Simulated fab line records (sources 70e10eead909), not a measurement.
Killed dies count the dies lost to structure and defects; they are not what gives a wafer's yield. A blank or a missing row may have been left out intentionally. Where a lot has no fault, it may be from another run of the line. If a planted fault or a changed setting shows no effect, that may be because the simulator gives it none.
Chamber matching | flow nand harc | pecvd-03 running NHARC_THIN_TSV_DEP_43: 3 sister chambers
The step deposits SiO2, target thk 1328.5 nm. 3 wafers are shown with their chamber, then 7 later ones without.

== WAFERS WITH THEIR CHAMBER ==
wafer  | chamber | throttle valve pct (%)
L837.1 | 1       | 15.7
L841.6 | 0       | 16.1
L852.2 | 2       | 15.3

== WAFERS MISSING THEIR CHAMBER ==
wafer  | throttle valve pct (%)
L852.6 | 15.3
L850.1 | 15.3
L850.2 | 15.2
L850.4 | 16.0
L853.1 | 16.1
L853.2 | 15.1
L853.4 | 15.3

== WHICH CHAMBER EACH ONE RAN IN ==
wafer  | from the rows above | in truth
L852.6 | 2                   | 2
L850.1 | 2                   | 2
L850.2 | 2                   | 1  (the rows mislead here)
L850.4 | 0                   | 0
L853.1 | 0                   | 0
L853.2 | 2                   | 2
L853.4 | 2                   | 2
Correct placement for 6 of the 7. From these rows, 0 cannot be placed. Wrongly placed: 1.
How it was worked out, from the rows above alone: a wafer's distance from a chamber is the root of the sum, over the readings, of the square of ((its reading less the chamber's mean) divided by the reading's scatter). If the next closest chamber is less than 2 further off than the closest, the wafer can't be placed; otherwise it belongs to the closest. The mean given for a chamber averages the wafers shown for that chamber. The scatter (one wafer shown for each chamber): square how far every hidden wafer sits from the nearest shown wafer, average those squares and take the square root.
